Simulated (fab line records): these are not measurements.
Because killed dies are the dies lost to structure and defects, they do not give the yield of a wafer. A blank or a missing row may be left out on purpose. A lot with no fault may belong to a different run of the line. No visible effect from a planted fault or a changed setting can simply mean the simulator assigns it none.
fab line records | flow nandHarc | part 2 of 2: steps 27 to 35 of 35
record: lots: 5 | wafers: 15 | lastDay: 34
route steps=1302 shown A_CONTACT@1020
lots that met no fault: from a run of the same line without faults
startH: the number of hours between the record's first day and the start of the first shown wafer of the lot | waitH: how many hours have passed since the lot's step before this one | " repeats the value in the row above | L1.1+2: a row that stands for several wafers | - either no value or no given start | * or withheld: withheld | < > ~ a bound
route shown NAME@n: a module of which the file shows steps, and the number in the route of the first | usual: the fault-free wafers' mean and standard deviation | same: alike in all rows | chamber/n: place in a boat | sites: the reading at each site | _std_site: standard deviation across them | _edge_site: mean of outer sites minus mean of inner sites | radiusMm: how far each site lies from the wafer's centre | mask NAME#n: copy n | behind: the last tool/chamber to shape the wafer | hold: why the lot was held/for how many hours/how that ended | device: transistor that didn't switch, given as n, p or np | end of line: tests of these same wafers at the route's end | step lacking rows: just its recipe | killed: count of dies lost to structure and defects at first sort (not the wafer's yield) | map: the dies of a wafer, with x for killed, . for not killed, _ for no die there
set.NAME: setting as actually run; set.NAME@STEP: the setting as run at that earlier step | model.NAME: the simulator's own value behind a step, which no gauge read
a table for each step, a row for each wafer; lots at some steps of the route
services: a tool's chamber out of use, with start hour (startH, from the record's first day; less than 0 if before it), hours out, and reason
== steps ==
step: NHARC_A_CONTACT_ETCH_78
recipe: targetDepthA: 53000 | overEtchFrac: 0.3 | timeS: 1378 | ionEnergyEv: 150 | o2FlowSccm: 400 | cosFlowSccm: 20 | arFlowSccm: 0 | rfW: 500 | biasW: 300 | chemistry: O2/COS
usual: drypumpMotorCurrentA: 5.7/0.48 | oesProductAu: 1.001/0.0092 | rfVppV: 314.4/1.9 | showerheadPlenumPTorr: 3.15/0.12 | throttleValvePct: 28.330/0.0092
lot.wafer | tool       | chamber | startH | waitH | drypumpMotorCurrentA | oesProductAu | rfHoursCounterH | rfVppV | showerheadPlenumPTorr | throttleValvePct
L074.5    | rieDiel-03 | 1       | -      | -     | 5.2                  | 1.006        | -               | 318.7  | 3.34                  | 28.320
L074.4    | "          | 3       | "      | "     | 6.1                  | 1.003        | -               | 317.4  | 3.20                  | 28.335
L074.6    | "          | 0       | "      | "     | 6.1                  | 0.982        | -               | 317.2  | 3.34                  | 28.330
L075.1    | rieDiel-03 | 3       | -      | -     | 6.1                  | 1.009        | 16              | 315.5  | 3.20                  | 28.317
L075.4    | "          | 0       | "      | "     | 6.1                  | 0.980        | 13              | 315.7  | 3.33                  | 28.330
L075.5    | "          | 2       | "      | "     | 6.9                  | 0.988        | -               | 315.0  | 3.18                  | 28.341
L076.2    | rieDiel-11 | 1       | -      | -     | 5.7                  | 0.992        | 13              | 315.5  | 3.22                  | 28.325
L076.3    | "          | 2       | "      | "     | 5.9                  | 1.013        | 13              | 311.6  | 3.05                  | 28.333
L076.4    | "          | 3       | "      | "     | 5.8                  | 1.008        | 11              | 316.3  | 3.27                  | 28.320
L091.3    | rieDiel-11 | 0       | -      | -     | 4.9                  | 1.005        | 6               | 310.6  | 3.01                  | 28.330
L091.4    | "          | 2       | "      | "     | 5.8                  | 1.005        | 8               | 312.8  | 3.04                  | 28.332
L091.5    | "          | 0       | "      | "     | 4.9                  | 1.000        | -               | 313.0  | 3.01                  | 28.331
L097.3    | rieDiel-11 | 1       | -      | -     | 5.7                  | 0.997        | 22              | 315.1  | 3.20                  | 28.339
L097.5    | "          | 3       | "      | "     | 5.9                  | 0.986        | -               | 315.2  | 3.26                  | 28.331
L097.6    | "          | 0       | "      | "     | 4.9                  | 0.994        | -               | 312.5  | 3.00                  | 28.328
step: NHARC_A_CONTACT_ETCH_124
recipe: sourceW: withheld | pressureMtorr: 20 | biasV: withheld | timeS: 140 | targetDepthA: 7000 | arFlowSccm: withheld | c4f8FlowSccm: withheld | o2FlowSccm: withheld | chemistry: C4F8/O2/Ar
lot.wafer | tool          | chamber | startH | waitH | rfHoursCounterH
L074.4    | harCapEtch-03 | 1       | 493.18 | -     | -
L074.5    | "             | 0       | "      | "     | -
L074.6    | "             | 1       | "      | "     | -
L075.1    | harCapEtch-01 | 0       | 517.40 | -     | 0
L075.4    | "             | 1       | "      | "     | -
L075.5    | "             | 0       | "      | "     | -
L076.2    | harCapEtch-03 | 0       | 517.84 | -     | 47
L076.3    | "             | 0       | "      | "     | -
L076.4    | "             | 1       | "      | "     | -
L091.3    | harCapEtch-01 | 0       | 658.71 | -     | -
L091.4    | "             | 1       | "      | "     | -
L091.5    | "             | 0       | "      | "     | -
L097.3    | harCapEtch-01 | 1       | 751.36 | -     | -
L097.5    | "             | 1       | "      | "     | -
L097.6    | "             | 0       | "      | "     | -
step: NHARC_A_CONTACT_ETCH_125
recipe: sourceW: withheld | pressureMtorr: 20 | biasV: 3000 | timeS: 197 | targetDepthA: 19180 | arFlowSccm: withheld | c4f8FlowSccm: withheld | o2FlowSccm: withheld | chemistry: C4F8/O2/Ar
lot.wafer | tool          | chamber | startH | waitH | rfHoursCounterH
L074.4    | harCapEtch-03 | 1       | 493.37 | 0.2   | -
L074.5    | "             | 0       | "      | "     | -
L074.6    | "             | 1       | "      | "     | -
L075.1    | harCapEtch-01 | 0       | 517.60 | 0.2   | 0
L075.4    | "             | 1       | "      | "     | -
L075.5    | "             | 0       | "      | "     | -
L076.2    | harCapEtch-03 | 0       | 518.10 | 0.2   | 47
L076.3    | "             | 0       | "      | "     | -
L076.4    | "             | 1       | "      | "     | -
L091.3    | harCapEtch-01 | 0       | 658.91 | 0.2   | -
L091.4    | "             | 1       | "      | "     | -
L091.5    | "             | 0       | "      | "     | -
L097.3    | harCapEtch-01 | 1       | 751.56 | 0.2   | -
L097.5    | "             | 1       | "      | "     | -
L097.6    | "             | 0       | "      | "     | -
step: NHARC_A_CONTACT_ETCH_126
recipe: sourceW: withheld | pressureMtorr: 20 | biasV: 3000 | timeS: 197 | targetDepthA: 19180 | arFlowSccm: withheld | c4f8FlowSccm: withheld | o2FlowSccm: withheld | chemistry: C4F8/O2/Ar
lot.wafer | tool          | chamber | startH | waitH | rfHoursCounterH
L074.4    | harCapEtch-03 | 1       | 493.54 | 0.1   | -
L074.5    | "             | 0       | "      | "     | -
L074.6    | "             | 1       | "      | "     | -
L075.1    | harCapEtch-01 | 0       | 517.78 | 0.1   | 0
L075.4    | "             | 1       | "      | "     | -
L075.5    | "             | 0       | "      | "     | -
L076.2    | harCapEtch-03 | 0       | 518.34 | 0.2   | 47
L076.3    | "             | 0       | "      | "     | -
L076.4    | "             | 1       | "      | "     | -
L091.3    | harCapEtch-01 | 0       | 659.08 | 0.1   | -
L091.4    | "             | 1       | "      | "     | -
L091.5    | "             | 0       | "      | "     | -
L097.3    | harCapEtch-01 | 1       | 751.73 | 0.1   | -
L097.5    | "             | 1       | "      | "     | -
L097.6    | "             | 0       | "      | "     | -
step: NHARC_A_CONTACT_ETCH_127
recipe: sourceW: withheld | pressureMtorr: 20 | biasV: 3000 | timeS: 197 | targetDepthA: 19180 | arFlowSccm: withheld | c4f8FlowSccm: withheld | o2FlowSccm: withheld | chemistry: C4F8/O2/Ar
lot.wafer | tool          | chamber | startH | waitH | rfHoursCounterH
L074.4    | harCapEtch-03 | 1       | 493.72 | 0.1   | -
L074.5    | "             | 0       | "      | "     | -
L074.6    | "             | 1       | "      | "     | -
L075.1    | harCapEtch-01 | 0       | 517.96 | 0.1   | 0
L075.4    | "             | 1       | "      | "     | -
L075.5    | "             | 0       | "      | "     | -
L076.2    | harCapEtch-03 | 0       | 518.58 | 0.2   | 48
L076.3    | "             | 0       | "      | "     | -
L076.4    | "             | 1       | "      | "     | -
L091.3    | harCapEtch-01 | 0       | 659.26 | 0.1   | -
L091.4    | "             | 1       | "      | "     | -
L091.5    | "             | 0       | "      | "     | -
L097.3    | harCapEtch-01 | 1       | 751.91 | 0.1   | -
L097.5    | "             | 1       | "      | "     | -
L097.6    | "             | 0       | "      | "     | -
step: NHARC_A_CONTACT_ETCH_128
recipe: sourceW: withheld | pressureMtorr: 20 | biasV: 3000 | timeS: 197 | targetDepthA: 19180 | arFlowSccm: withheld | c4f8FlowSccm: withheld | o2FlowSccm: withheld | chemistry: C4F8/O2/Ar
lot.wafer | tool          | chamber | startH | waitH | rfHoursCounterH
L074.4    | harCapEtch-03 | 1       | 493.90 | 0.1   | -
L074.5    | "             | 0       | "      | "     | -
L074.6    | "             | 1       | "      | "     | -
L075.1    | harCapEtch-01 | 0       | 518.13 | 0.1   | 1
L075.4    | "             | 1       | "      | "     | -
L075.5    | "             | 0       | "      | "     | -
L076.2    | harCapEtch-03 | 0       | 518.82 | 0.2   | 48
L076.3    | "             | 0       | "      | "     | -
L076.4    | "             | 1       | "      | "     | -
L091.3    | harCapEtch-01 | 0       | 659.44 | 0.1   | -
L091.4    | "             | 1       | "      | "     | -
L091.5    | "             | 0       | "      | "     | -
L097.3    | harCapEtch-01 | 1       | 752.08 | 0.1   | -
L097.5    | "             | 1       | "      | "     | -
L097.6    | "             | 0       | "      | "     | -
step: NHARC_A_CONTACT_ETCH_129
recipe: sourceW: withheld | pressureMtorr: 20 | biasV: 3000 | timeS: 197 | targetDepthA: 19180 | arFlowSccm: withheld | c4f8FlowSccm: withheld | o2FlowSccm: withheld | chemistry: C4F8/O2/Ar
lot.wafer | tool          | chamber | startH | waitH | rfHoursCounterH
L074.4    | harCapEtch-03 | 1       | 494.07 | 0.1   | -
L074.5    | "             | 0       | "      | "     | -
L074.6    | "             | 1       | "      | "     | -
L075.1    | harCapEtch-01 | 0       | 518.31 | 0.1   | 1
L075.4    | "             | 1       | "      | "     | -
L075.5    | "             | 0       | "      | "     | -
L076.2    | harCapEtch-03 | 0       | 519.06 | 0.2   | 48
L076.3    | "             | 0       | "      | "     | -
L076.4    | "             | 1       | "      | "     | -
L091.3    | harCapEtch-01 | 0       | 659.62 | 0.1   | -
L091.4    | "             | 1       | "      | "     | -
L091.5    | "             | 0       | "      | "     | -
L097.3    | harCapEtch-01 | 1       | 752.26 | 0.1   | -
L097.5    | "             | 1       | "      | "     | -
L097.6    | "             | 0       | "      | "     | -
step: NHARC_A_CONTACT_ETCH_130
recipe: sourceW: withheld | pressureMtorr: 20 | biasV: 3000 | timeS: 197 | targetDepthA: 19180 | arFlowSccm: withheld | c4f8FlowSccm: withheld | o2FlowSccm: withheld | chemistry: C4F8/O2/Ar
lot.wafer | tool          | chamber | startH | waitH | rfHoursCounterH
L074.4    | harCapEtch-03 | 1       | 494.24 | 0.1   | -
L074.5    | "             | 0       | "      | "     | -
L074.6    | "             | 1       | "      | "     | -
L075.1    | harCapEtch-01 | 0       | 518.49 | 0.1   | 1
L075.4    | "             | 1       | "      | "     | -
L075.5    | "             | 0       | "      | "     | -
L076.2    | harCapEtch-03 | 0       | 519.29 | 0.2   | 48
L076.3    | "             | 0       | "      | "     | -
L076.4    | "             | 1       | "      | "     | -
L091.3    | harCapEtch-01 | 0       | 659.80 | 0.1   | -
L091.4    | "             | 1       | "      | "     | -
L091.5    | "             | 0       | "      | "     | -
L097.3    | harCapEtch-01 | 1       | 752.44 | 0.1   | -
L097.5    | "             | 1       | "      | "     | -
L097.6    | "             | 0       | "      | "     | -
step: NHARC_A_CONTACT_ETCH_131
recipe: sourceW: withheld | pressureMtorr: 20 | biasV: 3000 | timeS: 197 | targetDepthA: 19180 | arFlowSccm: withheld | c4f8FlowSccm: withheld | o2FlowSccm: withheld | chemistry: C4F8/O2/Ar
lot.wafer | tool          | chamber | startH | waitH | rfHoursCounterH
L074.4    | harCapEtch-03 | 1       | 494.42 | 0.1   | -
L074.5    | "             | 0       | "      | "     | -
L074.6    | "             | 1       | "      | "     | -
L075.1    | harCapEtch-01 | 0       | 518.66 | 0.1   | 1
L075.4    | "             | 1       | "      | "     | -
L075.5    | "             | 0       | "      | "     | -
L076.2    | harCapEtch-03 | 0       | 519.53 | 0.2   | 48
L076.3    | "             | 0       | "      | "     | -
L076.4    | "             | 1       | "      | "     | -
L091.3    | harCapEtch-01 | 0       | 659.97 | 0.1   | -
L091.4    | "             | 1       | "      | "     | -
L091.5    | "             | 0       | "      | "     | -
L097.3    | harCapEtch-01 | 1       | 752.61 | 0.1   | -
L097.5    | "             | 1       | "      | "     | -
L097.6    | "             | 0       | "      | "     | -
== services ==
tool           | chamber | startH | hours | kind
rieDiel-03     | 0       | 475.38 | 9.6   | repair
rieDiel-11     | 3       | 476.42 | 1.9   | repair
aclDep-03      | -       | 485.49 | 13.0  | pm
arfiScanner-02 | -       | 488.72 | 0.4   | repair
rieDiel-03     | 2       | 490.23 | 16.0  | repair
arfiScanner-02 | -       | 493.16 | 3.3   | repair
harCapEtch-01  | -       | 498.08 | 17.0  | pm
lithoTrack-01  | -       | 505.00 | 7.0   | pm
lithoTrack-06  | -       | 529.00 | 7.0   | pm
arfiScanner-02 | -       | 539.26 | 4.0   | pm
lithoTrack-04  | -       | 553.00 | 7.0   | pm
rieDiel-11     | 3       | 589.56 | 5.1   | repair
rieDiel-10     | -       | 598.20 | 9.0   | pm
rieDiel-11     | -       | 610.46 | 9.0   | pm
wetBench-05    | -       | 612.80 | 8.0   | pm
rieDiel-11     | 0       | 623.90 | 8.0   | repair
rieDiel-10     | 3       | 627.91 | 2.3   | repair
rieDiel-03     | -       | 637.87 | 9.0   | pm
rieDiel-03     | 0       | 660.94 | 4.6   | repair
aclDep-03      | -       | 666.93 | 13.0  | pm
lithoTrack-01  | -       | 680.00 | 7.0   | pm
rieDiel-10     | 3       | 701.09 | 2.6   | repair
lithoTrack-06  | -       | 704.00 | 7.0   | pm
lithoTrack-04  | -       | 728.00 | 7.0   | pm
